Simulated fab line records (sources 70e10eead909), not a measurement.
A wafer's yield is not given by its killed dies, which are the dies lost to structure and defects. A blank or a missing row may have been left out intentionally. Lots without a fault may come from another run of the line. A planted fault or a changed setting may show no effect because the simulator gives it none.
Which tool was responsible? -- flow nandHarc -- 33 wafers from 11 lots sampled at 4 of the route's 1159 steps

== WHAT THE GAUGES READ, wafer by wafer ==
No reading from a measuring or inspecting step in the record can be judged against a usual standard deviation.

== TOOL THAT RAN EACH LOT (tool first, then ch and the chambers of the sampled wafers, then the start) ==
lot,NHARC_A_CONTACT_DESCUM_74,NHARC_A_CONTACT_ETCH_75,NHARC_A_CONTACT_ETCH_78,NHARC_A_CONTACT_ETCH_125
L774,"rieDiel-13 ch 0,2,3, day 17 02:37","rieDiel-13 ch 0,1, day 17 02:40","rieDiel-13 ch 0,3, day 17 03:56 or earlier","harCapEtch-02 ch 0,1, day 17 03:56"
L772,"rieDiel-12 ch 0,2,3, day 17 08:34","rieDiel-12 ch 0,1,2, day 17 08:38","rieDiel-12 ch 1,3, day 17 09:54 or earlier","harCapEtch-02 ch 0,1, day 17 09:54"
L776,"rieDiel-12 ch 0,3, day 18 10:28","rieDiel-12 ch 1,3, day 18 10:34","rieDiel-12 ch 1,2, day 18 11:47 or earlier","harCapEtch-02 ch 0,1, day 18 11:47"
L777,"rieDiel-12 ch 2,3, day 18 15:37","rieDiel-12 ch 0,3, day 18 15:43","rieDiel-12 ch 1,3, day 18 16:56 or earlier","harCapEtch-02 ch 0,1, day 18 16:56"
L779,"rieDiel-13 ch 0,1, day 18 19:19","rieDiel-13 ch 1,3, day 18 19:26","rieDiel-13 ch 0,1, day 18 20:49 or earlier","harCapEtch-03 ch 0,1, day 18 20:49"
L781,"rieDiel-12 ch 1,2, day 19 23:41","rieDiel-12 ch 1,2, day 19 23:49","rieDiel-12 ch 0,1,2, day 20 01:25 or earlier","harCapEtch-03 ch 0,1, day 20 01:25"
L790,"rieDiel-10 ch 0,2,3, day 21 02:50","rieDiel-10 ch 1,2,3, day 21 02:55","rieDiel-10 ch 1,2,3, day 21 04:10 or earlier","harCapEtch-03 ch 0,1, day 21 04:10"
L789,"rieDiel-10 ch 0,2, day 21 08:56","rieDiel-10 ch 0,1,2, day 21 09:02","rieDiel-10 ch 0,1, day 21 10:32 or earlier","harCapEtch-03 ch 0,1, day 21 10:32"
L787,"rieDiel-12 ch 0,1,3, day 21 15:48","rieDiel-12 ch 0,1,2, day 21 15:52","rieDiel-12 ch 0,3, day 21 17:05 or earlier","harCapEtch-03 ch 0,1, day 21 17:05"
L791,"rieDiel-13 ch 0,2,3, day 22 03:50","rieDiel-13 ch 0,2,3, day 22 03:56","rieDiel-13 ch 0,1,3, day 22 05:11 or earlier","harCapEtch-01 ch 0,1, day 22 05:11"
L792,"rieDiel-13 ch 1,2,3, day 22 07:29","rieDiel-13 ch 0,1,2, day 22 07:35","rieDiel-13 ch 1,2,3, day 22 08:50 or earlier","harCapEtch-03 ch 0,1, day 22 08:50"
- NHARC_A_CONTACT_DESCUM_74: chemistry O2, time 3 s.
- NHARC_A_CONTACT_ETCH_75: etches the open film in CF4, target depth 39 nm, time 65 s.
- NHARC_A_CONTACT_ETCH_78: etches the open film in O2/COS, target depth 2800 nm, time 728 s.
- NHARC_A_CONTACT_ETCH_125: etches the open film in C4F8/O2/Ar, time 155 s, target depth 956 nm.

== WHAT THE TOOLS THEMSELVES READ (means of the sampled wafers that have a number; where no wafer has one, the mark that the record gives instead) ==
NHARC_A_CONTACT_DESCUM_74.
lot,tool,drypumpMotorCurrentA (A),oesProductAu (a.u.),rfVppV (V),showerheadPlenumPTorr (Torr),throttleValvePct (%)
L774,rieDiel-13,5.9,0.994,56.8,1.86,11.311
L772,rieDiel-12,5.7,1.003,58.3,1.93,11.317
L776,rieDiel-12,5.4,1.013,58.2,1.84,11.303
L777,rieDiel-12,5.6,1.014,58.2,1.99,11.312
L779,rieDiel-13,6.3,1.011,57.2,1.88,11.313
L781,rieDiel-12,6.4,0.995,57.8,1.97,11.312
L790,rieDiel-10,5.5,1.000,57.4,1.84,11.313
L789,rieDiel-10,5.2,0.992,57.6,1.82,11.309
L787,rieDiel-12,5.8,1.009,57.8,1.86,11.309
L791,rieDiel-13,5.9,1.001,56.9,1.84,11.311
L792,rieDiel-13,6.2,1.004,57.5,1.83,11.314

NHARC_A_CONTACT_ETCH_75.
lot,tool,drypumpMotorCurrentA (A),oesProductAu (a.u.),rfVppV (V),runLengthS (s),showerheadPlenumPTorr (Torr),throttleValvePct (%)
L774,rieDiel-13,6.0,0.998,150.6,85.6,1.75,13.290
L772,rieDiel-12,6.1,0.996,151.2,86.2,1.74,13.281
L776,rieDiel-12,5.8,1.022,152.0,86.2,1.79,13.279
L777,rieDiel-12,5.4,1.007,151.6,86.0,1.76,13.289
L779,rieDiel-13,6.5,0.999,151.0,86.4,1.73,13.285
L781,rieDiel-12,6.5,1.006,150.9,86.3,1.77,13.280
L790,rieDiel-10,5.4,0.994,151.1,86.2,1.75,13.282
L789,rieDiel-10,5.4,1.003,151.3,86.5,1.73,13.288
L787,rieDiel-12,6.2,1.002,150.6,81.2,1.74,13.278
L791,rieDiel-13,5.9,1.005,151.0,86.2,1.71,13.291
L792,rieDiel-13,6.1,1.008,150.5,86.1,1.71,13.290

NHARC_A_CONTACT_ETCH_78.
lot,tool,drypumpMotorCurrentA (A),oesProductAu (a.u.),rfVppV (V),runLengthS (s),showerheadPlenumPTorr (Torr),throttleValvePct (%)
L774,rieDiel-13,5.9,1.003,314.9,749.0,3.09,28.321
L772,rieDiel-12,5.8,1.007,315.2,748.9,3.15,28.331
L776,rieDiel-12,6.4,0.991,315.3,749.2,3.22,28.339
L777,rieDiel-12,6.3,1.003,314.8,749.1,3.10,28.326
L779,rieDiel-13,6.3,1.009,314.7,748.8,3.07,28.323
L781,rieDiel-12,6.1,0.995,313.8,749.1,3.08,28.339
L790,rieDiel-10,5.4,1.000,314.1,749.3,3.09,28.326
L789,rieDiel-10,5.5,1.001,314.6,749.3,3.14,28.329
L787,rieDiel-12,5.4,1.015,314.1,749.3,3.10,28.334
L791,rieDiel-13,6.2,1.011,312.5,749.2,3.05,28.329
L792,rieDiel-13,6.2,1.007,312.6,749.4,3.00,28.320

== THE ANSWER, worked out from the rows above alone ==
Rule: the lots themselves supply what counts as usual. Put in order of their means at a reading, lots are off if they are a third of the lots or fewer, leave a main group of 4 or more, and stand apart from it by a gap of 3 or more times the standard deviation of the main group's means; of several such gaps the widest counts. A main group whose means are all the same, to the digits that the tables above print for the reading, isn't used. A lot without any number at a reading at which 4 lots or more have one is off too. Where the step has rows for the other lots, those lots are counted as sound. After the gauges, taken in route order, come the tools' own readings; for these a lot's mean is taken, as printed above. The first step at which some lot is off is used, and at that step the reading that is off furthest; a lot without a number counts as furthest.
Off, at NHARC_A_CONTACT_ETCH_75 on runLengthS: L787. For the main group the mean is 86.2 s and the standard deviation 0.23.
A tool fits if, at that step or a process step before it, it ran every lot that is off, and no sound lot after the first of them. One candidate fits, namely rieDiel-12 at NHARC_A_CONTACT_DESCUM_74 and NHARC_A_CONTACT_ETCH_75. At NHARC_A_CONTACT_DESCUM_74 its last sound lot is L781 (day 19 23:41), its first lot that is off L787 (day 21 15:48): a fault that began between those two fits.

== WHAT HAD BEEN PUT IN BY THE SIMULATOR ==
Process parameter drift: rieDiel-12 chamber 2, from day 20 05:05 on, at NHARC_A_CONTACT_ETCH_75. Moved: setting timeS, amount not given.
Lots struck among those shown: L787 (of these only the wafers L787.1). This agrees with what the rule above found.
